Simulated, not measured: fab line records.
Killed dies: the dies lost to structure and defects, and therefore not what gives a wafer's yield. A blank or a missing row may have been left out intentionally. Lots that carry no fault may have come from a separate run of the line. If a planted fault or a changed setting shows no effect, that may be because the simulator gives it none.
fab line records	flow nand_harc
[record] lots = 6	wafers = 18	last_day = 31
route steps=1302 shown A_DECK1_JOINT@544 A_ONON_D2@545 END@1302
lots untouched by any fault: they come from a run of this same line in which no faults occurred
start_h: hours from the record's first day to the start of the lot's first wafer shown	wait_h: hours since the lot's step before	" as in the row above	L1.1+2: a row that stands for several wafers	- no value, or no start given	* or withheld: withheld	< > ~ a bound
route shown NAME@n: names a module that has steps shown in the file, with the first one's number in the route	usual: the fault-free wafers' mean and standard deviation	same: alike in all rows	chamber/n: place in a boat	sites: per-site readings	_std_site: standard deviation of those values	_edge_site: the outer-site mean with the inner-site mean subtracted	radius_mm: for every site, how far away it sits from the centre of the wafer	mask NAME#n: copy n	behind: tool/chamber where the wafer was last shaped	hold: the reason the lot was held/the length of the hold in hours/how it ended	device: which transistor (n, p or np) failed to switch	end of line: the route-end tests of the same wafers	where a step has no rows: the recipe by itself	killed: count of dies lost to structure and defects at first sort (not the wafer's yield)	map: the dies of a wafer, with x for killed, . for not killed, _ for no die there
set.NAME: the setting that was run; set.NAME@STEP: the one run at that earlier step	model.NAME: the simulator's own value behind a step, which no gauge read
lots at some steps of the route; a table a step, a row a wafer
services: from which hour (start_h, from the record's first day; less than 0 if before it) a tool's chamber was out of use, for how many hours, and why
[[steps]]
[step NHARC_A_DECK1_JOINT_INSPECT_05]
[usual] raw_defect_count = 299/100
lot.wafer	tool	chamber	start_h	wait_h	raw_defect_count
L731.2	defect_inspect-02	-	279.52	0.0	275
L731.4	"	-	"	"	220
L731.6	"	-	"	"	204
L737.1	defect_inspect-02	-	329.87	0.0	323
L737.3	"	-	"	"	273
L737.5	"	-	"	"	335
L742.1	defect_inspect-01	-	394.01	0.0	237
L742.2	"	-	"	"	229
L742.3	"	-	"	"	218
L743.1	defect_inspect-02	-	401.94	0.0	256
L743.3	"	-	"	"	433
L743.4	"	-	"	"	332
L744.1	defect_inspect-01	-	406.36	0.0	266
L744.4	"	-	"	"	302
L744.5	"	-	"	"	200
L749.1	defect_inspect-02	-	450.26	0.0	152
L749.2	"	-	"	"	244
L749.6	"	-	"	"	263
[step NHARC_A_ONON_D2_DEP_00]
[recipe] target_thk_a = 10000	n2_flow_sccm = 2750	n2o_flow_sccm = 2000	nh3_flow_sccm = 500	sih4_flow_sccm = 210	temp_c = 400
[step NHARC_A_ONON_D2_THK_MEAS_02]
[recipe] thk_meas_gauge = ellipsometry
[usual] thk_nm = 997/9.7
lot.wafer	tool	chamber	start_h	wait_h	thk_nm
L731.2	film_metro-02	-	280.09	-	983
L731.4	"	-	"	"	982
L731.6	"	-	"	"	982
L737.1	film_metro-01	-	330.44	-	1004
L737.3	"	-	"	"	1005
L737.5	"	-	"	"	1005
L742.1	film_metro-01	-	394.58	-	1002
L742.2	"	-	"	"	1001
L742.3	"	-	"	"	1000
L743.1	film_metro-01	-	402.52	-	994
L743.3	"	-	"	"	998
L743.4	"	-	"	"	994
L744.1	film_metro-02	-	406.94	-	1004
L744.4	"	-	"	"	1002
L744.5	"	-	"	"	1003
L749.1	film_metro-02	-	450.84	-	1007
L749.2	"	-	"	"	1006
L749.6	"	-	"	"	1006
[step NHARC_A_ONON_D2_DEP_03]
[recipe] target_thk_a = 10000	n2_flow_sccm = 2750	n2o_flow_sccm = 2000	nh3_flow_sccm = 500	sih4_flow_sccm = 210	temp_c = 400
[step NHARC_A_ONON_D2_THK_MEAS_05]
[recipe] thk_meas_gauge = ellipsometry
[usual] thk_nm = 1001/12
lot.wafer	tool	chamber	start_h	wait_h	thk_nm
L731.2	film_metro-01	-	280.66	-	982
L731.4	"	-	"	"	983
L731.6	"	-	"	"	980
L737.1	film_metro-01	-	331.01	-	1010
L737.3	"	-	"	"	1012
L737.5	"	-	"	"	1011
L742.1	film_metro-01	-	395.15	-	1005
L742.2	"	-	"	"	1005
L742.3	"	-	"	"	1004
L743.1	film_metro-02	-	403.10	-	996
L743.3	"	-	"	"	999
L743.4	"	-	"	"	998
L744.1	film_metro-02	-	407.51	-	1009
L744.4	"	-	"	"	1012
L744.5	"	-	"	"	1011
L749.1	film_metro-02	-	451.41	-	999
L749.2	"	-	"	"	1000
L749.6	"	-	"	"	1000
[step NHARC_A_ONON_D2_DEP_06]
[recipe] target_thk_a = 10000	n2_flow_sccm = 2750	n2o_flow_sccm = 2000	nh3_flow_sccm = 500	sih4_flow_sccm = 210	temp_c = 400
[step NHARC_A_ONON_D2_THK_MEAS_08]
[recipe] thk_meas_gauge = ellipsometry
[usual] thk_nm = 1002/9.6
lot.wafer	tool	chamber	start_h	wait_h	thk_nm
L731.2	film_metro-02	-	281.23	-	1005
L731.4	"	-	"	"	1005
L731.6	"	-	"	"	1005
L737.1	film_metro-02	-	331.59	-	1008
L737.3	"	-	"	"	1008
L737.5	"	-	"	"	1008
L742.1	film_metro-01	-	395.71	-	1013
L742.2	"	-	"	"	1011
L742.3	"	-	"	"	1013
L743.1	film_metro-01	-	403.67	-	999
L743.3	"	-	"	"	998
L743.4	"	-	"	"	998
L744.1	film_metro-01	-	408.08	-	1008
L744.4	"	-	"	"	1006
L744.5	"	-	"	"	1009
L749.1	film_metro-01	-	451.97	-	993
L749.2	"	-	"	"	993
L749.6	"	-	"	"	994
[step NHARC_A_ONON_D2_DEP_09]
[recipe] target_thk_a = 10000	n2_flow_sccm = 2750	n2o_flow_sccm = 2000	nh3_flow_sccm = 500	sih4_flow_sccm = 210	temp_c = 400
[step NHARC_A_ONON_D2_THK_MEAS_11]
[recipe] thk_meas_gauge = ellipsometry
[usual] thk_nm = 998/11
lot.wafer	tool	chamber	start_h	wait_h	thk_nm
L731.2	film_metro-02	-	281.80	-	984
L731.4	"	-	"	"	984
L731.6	"	-	"	"	984
L737.1	film_metro-01	-	332.15	-	1012
L737.3	"	-	"	"	1010
L737.5	"	-	"	"	1010
L742.1	film_metro-01	-	396.28	-	997
L742.2	"	-	"	"	995
L742.3	"	-	"	"	996
L743.1	film_metro-01	-	404.24	-	1002
L743.3	"	-	"	"	1004
L743.4	"	-	"	"	1005
L744.1	film_metro-01	-	408.64	-	978
L744.4	"	-	"	"	979
L744.5	"	-	"	"	980
L749.1	film_metro-02	-	452.54	-	1017
L749.2	"	-	"	"	1018
L749.6	"	-	"	"	1016
[step NHARC_A_ONON_D2_DEP_12]
[recipe] target_thk_a = 10000	n2_flow_sccm = 2750	n2o_flow_sccm = 2000	nh3_flow_sccm = 500	sih4_flow_sccm = 210	temp_c = 400
[step NHARC_A_ONON_D2_THK_MEAS_14]
[recipe] thk_meas_gauge = ellipsometry
[usual] thk_nm = 1001/11
lot.wafer	tool	chamber	start_h	wait_h	thk_nm
L731.2	film_metro-02	-	282.37	-	1002
L731.4	"	-	"	"	1004
L731.6	"	-	"	"	1003
L737.1	film_metro-01	-	332.72	-	982
L737.3	"	-	"	"	980
L737.5	"	-	"	"	981
L742.1	film_metro-02	-	396.87	-	993
L742.2	"	-	"	"	994
L742.3	"	-	"	"	994
L743.1	film_metro-02	-	404.80	-	1009
L743.3	"	-	"	"	1010
L743.4	"	-	"	"	1009
L744.1	film_metro-01	-	409.21	-	1004
L744.4	"	-	"	"	1004
L744.5	"	-	"	"	1005
L749.1	film_metro-01	-	453.10	-	1012
L749.2	"	-	"	"	1011
L749.6	"	-	"	"	1010
[step NHARC_A_ONON_D2_ANNEAL_15]
[recipe] temp_c = 750	time_s = 3600
[step NHARC_A_ONON_D2_DEP_16]
[recipe] target_thk_a = 10000	n2_flow_sccm = 2750	n2o_flow_sccm = 2000	nh3_flow_sccm = 500	sih4_flow_sccm = 210	temp_c = 400
[usual] nh3_flow_sccm = 499.8/1.4
lot.wafer	tool	chamber	start_h	wait_h	nh3_flow_sccm
L731.2	pecvd_onon-02	0	289.24	0.4	500.4
L731.4	"	0	"	"	500.0
L731.6	"	0	"	"	499.4
L737.1	pecvd_onon-01	0	339.86	0.4	498.8
L737.3	"	0	"	"	498.9
L737.5	"	0	"	"	499.8
L742.1	pecvd_onon-01	0	403.66	0.4	500.2
L742.2	"	0	"	"	500.4
L742.3	"	0	"	"	500.5
L743.1	pecvd_onon-04	0	411.96	0.4	500.4
L743.3	"	0	"	"	498.8
L743.4	"	0	"	"	499.7
L744.1	pecvd_onon-01	0	416.78	0.4	500.1
L744.4	"	0	"	"	501.2
L744.5	"	0	"	"	498.6
L749.1	pecvd_onon-04	0	460.39	0.4	499.3
L749.2	"	0	"	"	500.0
L749.6	"	0	"	"	499.9
[step NHARC_A_ONON_D2_THK_MEAS_18]
[recipe] thk_meas_gauge = ellipsometry
[usual] thk_nm = 1001/12
lot.wafer	tool	chamber	start_h	wait_h	thk_nm
L731.2	film_metro-02	-	289.69	-	1003
L731.4	"	-	"	"	1002
L731.6	"	-	"	"	1004
L737.1	film_metro-02	-	340.37	-	997
L737.3	"	-	"	"	997
L737.5	"	-	"	"	999
L742.1	film_metro-02	-	404.17	-	765
L742.2	"	-	"	"	764
L742.3	"	-	"	"	1010
L743.1	film_metro-02	-	412.48	-	1002
L743.3	"	-	"	"	1001
L743.4	"	-	"	"	1002
L744.1	film_metro-01	-	417.29	-	756
L744.4	"	-	"	"	1000
L744.5	"	-	"	"	999
L749.1	film_metro-01	-	460.91	-	992
L749.2	"	-	"	"	993
L749.6	"	-	"	"	993
[step NHARC_A_ONON_D2_DEP_19]
[recipe] target_thk_a = 10000	n2_flow_sccm = 2750	n2o_flow_sccm = 2000	nh3_flow_sccm = 500	sih4_flow_sccm = 210	temp_c = 400
[step NHARC_END_SORT_01]
[recipe] temp_c = 25
[usual] killed_at_array = 56/19	killed_at_other = 1.0/1.3	killed_at_periphery = 3.8/2.2	killed_dies = 61/19	killed_open = 3.1/1.9	killed_short = 2.3/1.5
[same] gross_dies = 677
lot.wafer	tool	chamber	start_h	wait_h	killed_at_array	killed_at_other	killed_at_periphery	killed_dies	killed_open	killed_short
L731.2	prober-02	0	573.42	2.8	48	0	2	50	1	1
L731.4	prober-02	0	575.00	3.4	35	0	4	39	1	2
L731.6	prober-02	0	576.58	4.0	50	1	6	57	8	4
L737.1	prober-01	0	623.39	2.5	70	1	5	76	3	3
L737.3	prober-01	0	625.00	3.1	76	1	0	77	2	3
L737.5	prober-01	0	626.62	3.7	64	0	3	67	5	1
L742.1	prober-02	0	675.34	2.5	675	0	2	677	2	2
L742.2	prober-02	0	676.14	2.8	676	1	0	677	2	0
L742.3	prober-02	0	676.94	3.1	59	1	2	62	1	2
L743.1	prober-01	0	680.95	2.5	19	0	3	22	2	1
L743.3	prober-01	0	682.57	3.1	27	1	2	30	5	3
L743.4	prober-01	0	683.38	3.4	16	1	2	19	4	2
L744.1	prober-02	0	700.63	2.5	665	2	10	677	4	2
L744.4	prober-02	0	703.02	3.4	77	2	6	85	4	1
L744.5	prober-02	0	703.82	3.7	71	3	3	77	4	3
L749.1	prober-02	0	742.84	2.5	26	0	2	28	2	2
L749.2	prober-02	0	743.64	2.8	30	0	2	32	3	2
L749.6	prober-02	0	746.87	4.0	36	0	5	41	3	1
// killed by level:class
L731.2 A_CHANNEL_HOLE_D2:chamber_film_flake=30 A_STAIRCASE:chamber_film_flake=6 A_CONTACT:chamber_film_flake=4 A_CHANNEL_HOLE_D1:chamber_film_flake=3 A_CHANNEL_FILL_D1:geometric_particle:short=1 A_ONON_D2:geometric_particle:open=1 P_GATE:chamber_film_flake=1 P_M2:chamber_film_flake=1
L731.4 A_CHANNEL_HOLE_D2:chamber_film_flake=23 A_STAIRCASE:chamber_film_flake=6 P_GATE:chamber_film_flake=2 A_CHANNEL_HOLE_D1:chamber_film_flake=2 A_WL_FILL:chamber_film_flake=2 P_M0:geometric_particle:open=1 A_CHANNEL_FILL_D2:geometric_particle:short=1 A_WL_FILL:geometric_particle:short=1
L731.6 A_CHANNEL_HOLE_D2:chamber_film_flake=35 P_GATE:chamber_film_flake=3 A_STAIRCASE:chamber_film_flake=3 P_M0:geometric_particle:short=2 A_CHANNEL_FILL_D1:geometric_particle:open=2 A_CHANNEL_HOLE_D1:chamber_film_flake=2 P_GATE:geometric_particle:open=1 A_SOURCE_PLATE:geometric_particle:short=1
L737.1 A_CHANNEL_HOLE_D1:chamber_film_flake=27 A_CHANNEL_HOLE_D2:chamber_film_flake=21 A_CONTACT:chamber_film_flake=11 P_ZERO_WELL:chamber_film_flake=2 P_STI:chamber_film_flake=2 A_CHANNEL_FILL_D1:chamber_film_flake=2 P_M1:geometric_particle:open=1 A_ONON_D1:geometric_particle:short=1
L737.3 A_CHANNEL_HOLE_D1:chamber_film_flake=31 A_CHANNEL_HOLE_D2:chamber_film_flake=28 A_CONTACT:chamber_film_flake=6 A_WL_FILL:geometric_particle:short=2 A_STAIRCASE:chamber_film_flake=2 A_CHANNEL_FILL_D1:geometric_particle:open=1 A_DECK1_JOINT:geometric_particle:open=1 A_ONON_D2:geometric_particle:short=1
L737.5 A_CHANNEL_HOLE_D2:chamber_film_flake=25 A_CHANNEL_HOLE_D1:chamber_film_flake=16 A_CONTACT:chamber_film_flake=9 A_WL_FILL:chamber_film_flake=3 P_CONTACT:geometric_particle:open=1 A_ONON_D1:geometric_particle:open=1 A_CHANNEL_FILL_D2:geometric_particle:open=1 A_STAIRCASE:geometric_particle:open=1
L742.1 A_ONON_D2:area_dep=604 A_CHANNEL_HOLE_D1:chamber_film_flake=34 A_SLIT:chamber_film_flake=27 A_CONTACT:chamber_film_flake=2 A_WL_FILL:chamber_film_flake=2 P_STI:geometric_particle:open=1 P_M0:geometric_particle:open=1 A_ONON_D1:geometric_particle:short=1
L742.2 A_ONON_D2:area_dep=605 A_CHANNEL_HOLE_D1:chamber_film_flake=36 A_SLIT:chamber_film_flake=25 A_CONTACT:chamber_film_flake=5 A_CONTACT:geometric_particle:open=2 A_CHANNEL_FILL_D1:chamber_film_flake=1 A_CHANNEL_FILL_D2:chamber_film_flake=1 A_STAIRCASE:chamber_film_flake=1
L742.3 A_CHANNEL_HOLE_D1:chamber_film_flake=25 A_SLIT:chamber_film_flake=25 A_WL_FILL:chamber_film_flake=3 A_CHANNEL_FILL_D1:chamber_film_flake=2 P_GATE:geometric_particle:open=1 A_SOURCE_PLATE:geometric_particle:short=1 A_ONON_D1:geometric_particle:short=1 P_M0:chamber_film_flake=1
L743.1 A_CHANNEL_HOLE_D1:chamber_film_flake=7 A_STAIRCASE:chamber_film_flake=3 A_SLIT:chamber_film_flake=3 A_CONTACT:chamber_film_flake=3 P_CONTACT:chamber_film_flake=2 A_CHANNEL_FILL_D2:geometric_particle:open=1 A_WL_FILL:geometric_particle:short=1 A_M1:geometric_particle:open=1
L743.3 A_CHANNEL_HOLE_D1:chamber_film_flake=12 A_STAIRCASE:chamber_film_flake=3 A_CONTACT:chamber_film_flake=3 A_ONON_D2:geometric_particle:open=2 P_M0:geometric_particle:short=1 A_DECK1_JOINT:geometric_particle:short=1 A_CHANNEL_HOLE_D2:geometric_particle:open=1 A_WL_FILL:geometric_particle:open=1
L743.4 A_CHANNEL_HOLE_D1:chamber_film_flake=7 A_CONTACT:chamber_film_flake=2 P_CONTACT:geometric_particle:open=1 A_SOURCE_PLATE:geometric_particle:open=1 A_WL_FILL:geometric_particle:short=1 A_WL_FILL:geometric_particle:open=1 A_M0:geometric_particle:short=1 STARTING-WAFER:geometric_particle:open=1
L744.1 A_ONON_D2:area_dep=587 A_SLIT:chamber_film_flake=35 A_CHANNEL_HOLE_D1:chamber_film_flake=29 P_M1:chamber_film_flake=7 A_CONTACT:chamber_film_flake=5 A_ONON_D2:geometric_particle:open=2 A_WL_FILL:geometric_particle:short=2 P_STI:chamber_film_flake=2
L744.4 A_CHANNEL_HOLE_D1:chamber_film_flake=33 A_SLIT:chamber_film_flake=33 A_ONON_D1:geometric_particle:open=2 P_ZERO_WELL:chamber_film_flake=2 A_ZERO_WELL:chamber_film_flake=2 THIN_TSV:chamber_film_flake=2 A_STAIRCASE:chamber_film_flake=2 A_WL_FILL:chamber_film_flake=2
L744.5 A_SLIT:chamber_film_flake=30 A_CHANNEL_HOLE_D1:chamber_film_flake=28 A_CONTACT:chamber_film_flake=5 THIN_TSV:chamber_film_flake=3 A_CHANNEL_FILL_D1:geometric_particle:open=2 P_M1:chamber_film_flake=2 P_STI:geometric_particle:open=1 A_SOURCE_PLATE:geometric_particle:short=1
L749.1 A_CHANNEL_HOLE_D1:chamber_film_flake=10 A_CHANNEL_HOLE_D2:chamber_film_flake=3 A_SLIT:chamber_film_flake=3 P_BONDPAD:chamber_film_flake=2 A_STAIRCASE:chamber_film_flake=2 A_CHANNEL_FILL_D2:geometric_particle:short=1 A_WL_FILL:geometric_particle:open=1 A_WL_FILL:geometric_particle:short=1
L749.2 A_CHANNEL_HOLE_D1:chamber_film_flake=9 A_SLIT:chamber_film_flake=8 A_CHANNEL_HOLE_D2:chamber_film_flake=3 A_CONTACT:chamber_film_flake=3 A_CHANNEL_FILL_D1:chamber_film_flake=2 P_CONTACT:geometric_particle:open=1 A_CHANNEL_FILL_D1:geometric_particle:short=1 A_CHANNEL_FILL_D2:geometric_particle:open=1
L749.6 A_CHANNEL_HOLE_D1:chamber_film_flake=9 A_CONTACT:chamber_film_flake=6 A_CHANNEL_HOLE_D2:chamber_film_flake=4 A_STAIRCASE:chamber_film_flake=4 A_ZERO_WELL:chamber_film_flake=3 A_SLIT:chamber_film_flake=3 P_BONDPAD:chamber_film_flake=2 A_DECK1_JOINT:chamber_film_flake=2
// map L742.1 (x killed, . not)
____________x____________
_________xxxxxxx_________
_______xxxxxxxxxxx_______
______xxxxxxxxxxxxx______
_____xxxxxxxxxxxxxxx_____
____xxxxxxxxxxxxxxxxx____
____xxxxxxxxxxxxxxxxx____
___xxxxxxxxxxxxxxxxxxx___
___xxxxxxxxxxxxxxxxxxx___
__xxxxxxxxxxxxxxxxxxxxx__
__xxxxxxxxxxxxxxxxxxxxx__
_xxxxxxxxxxxxxxxxxxxxxxx_
_xxxxxxxxxxxxxxxxxxxxxxx_
_xxxxxxxxxxxxxxxxxxxxxxx_
_xxxxxxxxxxxxxxxxxxxxxxx_
_xxxxxxxxxxxxxxxxxxxxxxx_
xxxxxxxxxxxxxxxxxxxxxxxxx
xxxxxxxxxxxxxxxxxxxxxxxxx
xxxxxxxxxxxxxxxxxxxxxxxxx
xxxxxxxxxxxxxxxxxxxxxxxxx
xxxxxxxxxxxxxxxxxxxxxxxxx
_xxxxxxxxxxxxxxxxxxxxxxx_
_xxxxxxxxxxxxxxxxxxxxxxx_
_xxxxxxxxxxxxxxxxxxxxxxx_
_xxxxxxxxxxxxxxxxxxxxxxx_
_xxxxxxxxxxxxxxxxxxxxxxx_
__xxxxxxxxxxxxxxxxxxxxx__
__xxxxxxxxxxxxxxxxxxxxx__
___xxxxxxxxxxxxxxxxxxx___
___xxxxxxxxxxxxxxxxxxx___
____xxxxxxxxxxxxxxxxx____
____xxxxxxxxxxxxxxxxx____
_____xxxxxxxxxxxxxxx_____
______xxxxxxxxxxxxx______
_______xxxxxxxxxxx_______
_________xxxxxxx_________
____________x____________
// map L744.1 (x killed, . not)
____________x____________
_________xxxxxxx_________
_______xxxxxxxxxxx_______
______xxxxxxxxxxxxx______
_____xxxxxxxxxxxxxxx_____
____xxxxxxxxxxxxxxxxx____
____xxxxxxxxxxxxxxxxx____
___xxxxxxxxxxxxxxxxxxx___
___xxxxxxxxxxxxxxxxxxx___
__xxxxxxxxxxxxxxxxxxxxx__
__xxxxxxxxxxxxxxxxxxxxx__
_xxxxxxxxxxxxxxxxxxxxxxx_
_xxxxxxxxxxxxxxxxxxxxxxx_
_xxxxxxxxxxxxxxxxxxxxxxx_
_xxxxxxxxxxxxxxxxxxxxxxx_
_xxxxxxxxxxxxxxxxxxxxxxx_
xxxxxxxxxxxxxxxxxxxxxxxxx
xxxxxxxxxxxxxxxxxxxxxxxxx
xxxxxxxxxxxxxxxxxxxxxxxxx
xxxxxxxxxxxxxxxxxxxxxxxxx
xxxxxxxxxxxxxxxxxxxxxxxxx
_xxxxxxxxxxxxxxxxxxxxxxx_
_xxxxxxxxxxxxxxxxxxxxxxx_
_xxxxxxxxxxxxxxxxxxxxxxx_
_xxxxxxxxxxxxxxxxxxxxxxx_
_xxxxxxxxxxxxxxxxxxxxxxx_
__xxxxxxxxxxxxxxxxxxxxx__
__xxxxxxxxxxxxxxxxxxxxx__
___xxxxxxxxxxxxxxxxxxx___
___xxxxxxxxxxxxxxxxxxx___
____xxxxxxxxxxxxxxxxx____
____xxxxxxxxxxxxxxxxx____
_____xxxxxxxxxxxxxxx_____
______xxxxxxxxxxxxx______
_______xxxxxxxxxxx_______
_________xxxxxxx_________
____________x____________
[[services]]
tool	chamber	start_h	hours	kind
pecvd_onon-01	-	269.08	13.0	pm
pecvd_onon-04	-	311.46	13.0	pm
pecvd_onon-02	-	366.09	13.0	pm
pecvd_onon-04	-	421.60	2.2	repair
pecvd_onon-01	-	450.08	13.0	pm
[[key]]
[first_sign] step = NHARC_A_ONON_D2_THK_MEAS_18	reading = thk_nm	direction = down	sigmas = 20	usual = 1001	struck = 762
[effect] step = NHARC_END_SORT_01	reading = killed_at_array	direction = up	sigmas = 33	usual = 56	struck = 672
[more_kills_born_at] NHARC_A_ONON_D2_DEP_16@pecvd_onon-01 = 1796
met_at NHARC_A_ONON_D2_DEP_16
struck_wafers L742.1,L742.2,L744.1
later_rows_left_out L742.1,L742.2,L744.1
tester_left_out L742,L744
onset_between 339.86 403.66
[fault] kind = process_parameter_drift	tool = pecvd_onon-01	chamber = -	onset_h = 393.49	steps = NHARC_A_ONON_D2_DEP_16	channel = target_thk_a	offset = *	shape = step	end_h = 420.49	scope = struck_wafers_only	acts_in = *	stated = *
// tester_left_out: of these lots the tester's yield and bins aren't shown, on N5 and GAA mostly nor the transistor test; their killed dies are dies lost to structure and defects alone, not to doping, threshold or leakage, so they don't give the yield
// later_rows_left_out: the simulator's readings of these wafers behind a module that went badly wrong aren't trusted and aren't shown, but for the sort
